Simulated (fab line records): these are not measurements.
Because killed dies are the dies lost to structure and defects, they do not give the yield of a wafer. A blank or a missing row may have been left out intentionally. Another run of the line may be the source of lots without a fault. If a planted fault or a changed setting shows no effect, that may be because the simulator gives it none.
fab line records + flow nandHarc
record
- lots=5
- wafers=15
- lastDay=33
route steps=1302 shown P_GATE@170
lots that met no fault: from a run of the same line without faults
startH: the number of hours between the record's first day and the start of the first shown wafer of the lot + waitH: hours since the lot's step before + " as in the row above + L1.1+2: several wafers, shown together as one row + - no value, or no start was given + * or withheld: withheld + < > ~ a bound
route shown NAME@n: a module of which the file shows steps, and the number in the route of the first + usual: mean/standard deviation taken from wafers without a fault + same: alike in all rows + chamber/n: place in a boat + sites: readings site by site + _std_site: the values' standard deviation + _edge_site: inner sites' mean taken away from outer sites' mean + radiusMm: for every site, how far away it sits from the centre of the wafer + mask NAME#n: copy n + behind: the last tool/chamber to shape the wafer + hold: what put the lot on hold/how long, in hours/how the hold closed + device: which transistor (n, p or np) failed to switch + end of line: tests run on the same wafers once the route is complete + a step without rows: its recipe alone + killed: count of dies lost to structure and defects at first sort (not the wafer's yield) + map: per-die view of a wafer (x killed, . not killed, _ where there is no die)
set.NAME: the run value of the setting; set.NAME@STEP: its run value at that earlier step + model.NAME: the simulator's own value behind a step, which no gauge read
certain route steps with their lots: each step a table, each wafer a row
services: when a tool's chamber went out of use (startH, in hours from the record's first day, below 0 if earlier), for how many hours, and the reason
## steps
# step NHARC_P_GATE_CD_MEAS_46
# recipe
- targetCdNm=720
- landingEnergyEv=500
# usual
- cdNm=719.8/1.4
| lot.wafer | tool     | chamber | startH | waitH | cdNm  |
|-----------|----------|---------|--------|-------|-------|
| L876.1    | cdSem-01 | 0       | 158.21 | -     | 723.4 |
| L876.3    | "        | 0       | "      | "     | 721.7 |
| L876.4    | "        | 0       | "      | "     | 721.2 |
| L878.3    | cdSem-03 | 0       | 170.27 | -     | 718.8 |
| L878.5    | "        | 0       | "      | "     | 719.7 |
| L878.6    | "        | 0       | "      | "     | 720.0 |
| L880.1    | cdSem-01 | 0       | 185.45 | -     | 717.8 |
| L880.3    | "        | 0       | "      | "     | 719.7 |
| L880.5    | "        | 0       | "      | "     | 719.0 |
| L889.2    | cdSem-03 | 0       | 278.49 | -     | 716.4 |
| L889.4    | "        | 0       | "      | "     | 717.4 |
| L889.5    | "        | 0       | "      | "     | 717.6 |
| L895.2    | cdSem-02 | 0       | 342.51 | -     | 717.2 |
| L895.4    | "        | 0       | "      | "     | 718.5 |
| L895.5    | "        | 0       | "      | "     | 719.7 |
# step NHARC_P_GATE_HARDBAKE_47
# recipe
- tempC=125
- timeS=80
# step NHARC_P_GATE_DESCUM_48
# recipe
- timeS=3
- o2FlowSccm=200
- arFlowSccm=0
- biasPowerW=0
- chemistry=O2
# usual
- chamberPressureMTorr=60.00/0.13
- drypumpMotorCurrentA=5.8/0.46
- oesProductAu=1.000/0.0077
- rfVppV=58.0/0.97
- showerheadPlenumPTorr=1.95/0.079
- throttleValvePct=11.312/0.009
| lot.wafer | tool       | chamber | startH | waitH | chamberPressureMTorr | drypumpMotorCurrentA | oesProductAu | rfHoursCounterH | rfVppV | showerheadPlenumPTorr | throttleValvePct |
|-----------|------------|---------|--------|-------|----------------------|----------------------|--------------|-----------------|--------|-----------------------|------------------|
| L876.1    | rieDiel-05 | 2       | 158.37 | -     | 59.98                | 5.6                  | 1.004        | 6.9             | 57.0   | 2.07                  | 11.312           |
| L876.4    | "          | 0       | "      | "     | 60.02                | 5.4                  | 1.005        | 4.4             | 57.9   | 2.01                  | 11.318           |
| L876.3    | "          | 1       | "      | "     | 59.98                | 6.0                  | 1.004        | 5.2             | 58.4   | 1.91                  | 11.317           |
| L878.3    | rieDiel-03 | 1       | 170.43 | -     | 60.02                | 6.2                  | 1.012        | 3.1             | 57.7   | 1.90                  | 11.309           |
| L878.6    | "          | 0       | "      | "     | 59.98                | 6.5                  | 1.013        | -               | 57.2   | 2.00                  | 11.323           |
| L878.5    | "          | 1       | "      | "     | 59.97                | 6.2                  | 1.017        | -               | 57.4   | 1.90                  | 11.316           |
| L880.3    | rieDiel-03 | 2       | 185.62 | -     | 60.04                | 5.0                  | 1.009        | 3.6             | 58.2   | 1.92                  | 11.317           |
| L880.1    | "          | 3       | "      | "     | 59.96                | 5.6                  | 1.010        | 3.1             | 57.4   | 1.89                  | 11.315           |
| L880.5    | "          | 1       | "      | "     | 59.95                | 6.2                  | 0.997        | -               | 57.5   | 1.89                  | 11.309           |
| L889.2    | rieDiel-03 | 2       | 278.67 | -     | 60.06                | 5.0                  | 1.003        | 8.8             | 57.4   | 1.92                  | 11.304           |
| L889.4    | "          | 1       | "      | "     | 59.94                | 6.2                  | 1.005        | -               | 57.6   | 1.89                  | 11.303           |
| L889.5    | "          | 0       | "      | "     | 60.00                | 6.5                  | 1.008        | -               | 59.2   | 2.00                  | 11.319           |
| L895.2    | rieDiel-04 | 3       | 342.68 | -     | 59.94                | 5.6                  | 0.992        | 5.5             | 57.4   | 1.92                  | 11.321           |
| L895.4    | "          | 1       | "      | "     | 60.00                | 5.5                  | 0.988        | 4.7             | 57.3   | 2.04                  | 11.307           |
| L895.5    | "          | 2       | "      | "     | 59.96                | 6.0                  | 0.996        | -               | 57.5   | 1.79                  | 11.310           |
# step NHARC_P_GATE_IMPLANT_49
# recipe
- energyKev=30
- doseCm2=3e+15
- tiltDeg=7
# step NHARC_P_GATE_STRIP_111
# recipe
- powerW=1500
- tempC=110
- timeS=250
- chemistry=N2/H2
# usual
- drypumpMotorCurrentA=5.9/0.41
- heaterPowerW=93/9.2
| lot.wafer | tool           | chamber | startH | waitH | drypumpMotorCurrentA | heaterPowerW | rfHoursCounterH |
|-----------|----------------|---------|--------|-------|----------------------|--------------|-----------------|
| L876.1    | plasmaAsher-02 | 1       | 158.82 | 0.3   | 5.7                  | 90           | 16              |
| L876.3    | "              | 1       | "      | "     | 5.7                  | 92           | -               |
| L876.4    | "              | 0       | "      | "     | 6.2                  | 108          | -               |
| L878.3    | plasmaAsher-02 | 1       | 170.94 | 0.3   | 5.7                  | 90           | -               |
| L878.6    | "              | 0       | "      | "     | 6.2                  | 108          | -               |
| L878.5    | "              | 1       | "      | "     | 5.7                  | 91           | -               |
| L880.1    | plasmaAsher-01 | 1       | 185.98 | 0.2   | 5.2                  | 86           | 2               |
| L880.3    | "              | 1       | "      | "     | 5.2                  | 86           | -               |
| L880.5    | "              | 0       | "      | "     | 6.4                  | 81           | -               |
| L889.2    | plasmaAsher-02 | 0       | 279.09 | 0.2   | 6.2                  | 103          | 5               |
| L889.4    | "              | 0       | "      | "     | 6.3                  | 108          | -               |
| L889.5    | "              | 0       | "      | "     | 6.2                  | 105          | -               |
| L895.2    | plasmaAsher-02 | 1       | 343.09 | 0.2   | 5.8                  | 90           | 16              |
| L895.4    | "              | 1       | "      | "     | 5.7                  | 92           | -               |
| L895.5    | "              | 0       | "      | "     | 6.2                  | 105          | -               |
# step NHARC_P_GATE_STRIP_75
# recipe
- powerW=1500
- tempC=250
- chemistry=O2
# usual
- drypumpMotorCurrentA=5.9/0.41
- heaterPowerW=350/34
| lot.wafer | tool           | chamber | startH | waitH | drypumpMotorCurrentA | heaterPowerW | rfHoursCounterH |
|-----------|----------------|---------|--------|-------|----------------------|--------------|-----------------|
| L876.1    | plasmaAsher-02 | 1       | 159.12 | 0.2   | 5.7                  | 341          | 16              |
| L876.3    | "              | 1       | "      | "     | 5.7                  | 339          | -               |
| L876.4    | "              | 0       | "      | "     | 6.2                  | 396          | -               |
| L878.3    | plasmaAsher-02 | 1       | 171.12 | 0.1   | 5.7                  | 335          | -               |
| L878.6    | "              | 0       | "      | "     | 6.2                  | 392          | -               |
| L878.5    | "              | 1       | "      | "     | 5.7                  | 346          | -               |
| L880.1    | plasmaAsher-01 | 1       | 186.29 | 0.3   | 5.2                  | 332          | 2               |
| L880.3    | "              | 1       | "      | "     | 5.2                  | 326          | -               |
| L880.5    | "              | 0       | "      | "     | 6.4                  | 295          | -               |
| L889.2    | plasmaAsher-02 | 0       | 279.35 | 0.2   | 6.2                  | 391          | 5               |
| L889.4    | "              | 0       | "      | "     | 6.2                  | 394          | -               |
| L889.5    | "              | 0       | "      | "     | 6.3                  | 389          | -               |
| L895.2    | plasmaAsher-02 | 1       | 343.36 | 0.2   | 5.7                  | 335          | 16              |
| L895.4    | "              | 1       | "      | "     | 5.7                  | 337          | -               |
| L895.5    | "              | 0       | "      | "     | 6.2                  | 391          | -               |
# step NHARC_P_GATE_STRIP_50
# recipe
- timeS=900
- tempC=130
- chemistry=SPM
# step NHARC_P_GATE_DEHYDRATE_51
# recipe
- tempC=150
- timeS=120
# step NHARC_P_GATE_HMDS_52
# recipe
- timeS=30
# step NHARC_P_GATE_COAT_53
# recipe
- spinRpm=3000
# step NHARC_P_GATE_SOFTBAKE_54
# recipe
- tempC=122
- timeS=95
# step NHARC_P_GATE_EBR_55
# step NHARC_P_GATE_EXPOSE_56
# recipe
- na=0.6
- targetCdNm=720
- doseMj=14.81
- maskId=P_PSD
| lot.wafer  | tool          | chamber | startH | waitH | mask    |
|------------|---------------|---------|--------|-------|---------|
| L876.1+3+4 | krfScanner-03 | 0       | 159.77 | -     | P_PSD#0 |
| L878.3+5+6 | krfScanner-02 | 0       | 171.74 | -     | P_PSD#0 |
| L880.1+3+5 | krfScanner-02 | 0       | 187.05 | -     | P_NSD#0 |
| L889.2+4+5 | krfScanner-03 | 0       | 279.99 | -     | P_PSD#0 |
| L895.2+4+5 | krfScanner-03 | 0       | 344.12 | -     | P_PSD#0 |
# step NHARC_P_GATE_PEB_57
# recipe
- pebTempC=118
- pebTimeS=85
# step NHARC_P_GATE_DEVELOP_58
# recipe
- timeS=70
# step NHARC_P_GATE_CD_MEAS_59
# recipe
- targetCdNm=720
- landingEnergyEv=500
# usual
- cdNm=720.6/1.4
| lot.wafer | tool     | chamber | startH | waitH | cdNm  |
|-----------|----------|---------|--------|-------|-------|
| L876.1    | cdSem-03 | 0       | 159.93 | -     | 720.4 |
| L876.3    | "        | 0       | "      | "     | 721.0 |
| L876.4    | "        | 0       | "      | "     | 720.2 |
| L878.3    | cdSem-01 | 0       | 171.90 | -     | 720.2 |
| L878.5    | "        | 0       | "      | "     | 719.3 |
| L878.6    | "        | 0       | "      | "     | 720.6 |
| L880.1    | cdSem-03 | 0       | 187.21 | -     | -     |
| L880.3    | "        | 0       | "      | "     | -     |
| L880.5    | "        | 0       | "      | "     | -     |
| L889.2    | cdSem-02 | 0       | 280.14 | -     | 721.3 |
| L889.4    | "        | 0       | "      | "     | 719.1 |
| L889.5    | "        | 0       | "      | "     | 719.8 |
| L895.2    | cdSem-01 | 0       | 344.27 | -     | 721.7 |
| L895.4    | "        | 0       | "      | "     | 719.1 |
| L895.5    | "        | 0       | "      | "     | 718.4 |
# step NHARC_P_GATE_HARDBAKE_60
# recipe
- tempC=125
- timeS=80
## services
| tool           | chamber | startH | hours | kind   |
|----------------|---------|--------|-------|--------|
| rieDiel-03     | 0       | 135.67 | 5.0   | repair |
| krfScanner-02  | -       | 161.06 | 0.4   | repair |
| plasmaAsher-01 | -       | 165.00 | 9.0   | pm     |
| krfScanner-02  | -       | 174.97 | 2.3   | repair |
| rieDiel-04     | -       | 177.90 | 9.0   | pm     |
| rieDiel-04     | -       | 202.13 | 0.5   | repair |
| krfScanner-03  | -       | 212.64 | 0.1   | repair |
| plasmaAsher-02 | -       | 222.32 | 1.9   | repair |
| krfScanner-03  | -       | 224.12 | 4.0   | pm     |
| rieDiel-05     | -       | 229.60 | 9.0   | pm     |
| rieDiel-05     | 2       | 248.70 | 1.9   | repair |
| plasmaAsher-02 | -       | 249.00 | 9.0   | pm     |
| rieDiel-03     | 2       | 255.55 | 3.6   | repair |
| plasmaAsher-01 | -       | 264.48 | 3.5   | repair |
| krfScanner-02  | -       | 266.00 | 4.0   | pm     |
| rieDiel-03     | 3       | 266.55 | 14.2  | repair |
| rieDiel-05     | 2       | 276.29 | 23.8  | repair |
| rieDiel-03     | -       | 291.41 | 9.0   | pm     |
| rieDiel-05     | 2       | 311.35 | 4.4   | repair |
| rieDiel-04     | 2       | 320.19 | 3.4   | repair |
| rieDiel-03     | 1       | 322.78 | 5.0   | repair |
| krfScanner-02  | -       | 324.54 | 2.6   | repair |
| rieDiel-05     | 0       | 333.72 | 21.2  | repair |
| plasmaAsher-01 | -       | 342.00 | 9.0   | pm     |
## key
firstSign
- step=NHARC_P_GATE_EXPOSE_56
- reading=mask
- direction=changed
effect
- step=NHARC_P_GATE_CD_MEAS_59
- reading=cdNm
- direction=missing
metAt NHARC_P_GATE_EXPOSE_56
struckWafers L880.1,L880.3,L880.5
laterRowsLeftOut L880.1,L880.3,L880.5
sortLeftOut L880.1,L880.3,L880.5
testerLeftOut L880
onsetBetween 171.74 187.05
fault
- kind=wrongMask
- tool=any
- chamber=-
- onsetH=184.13
- steps=NHARC_P_GATE_EXPOSE_56
- auxCopy=P_NSD#0
- scope=struckLotsOnly
# testerLeftOut: of these lots the tester's yield and bins aren't shown, on N5 and GAA mostly nor the transistor test; their killed dies are dies lost to structure and defects alone, not to doping, threshold or leakage, so they don't give the yield
# sortLeftOut: the simulated sort isn't trusted on such a fault, so these wafers' sort isn't shown, and their yield isn't known
# laterRowsLeftOut: the simulator's readings of these wafers behind a module that went badly wrong aren't trusted and aren't shown, but for the sort
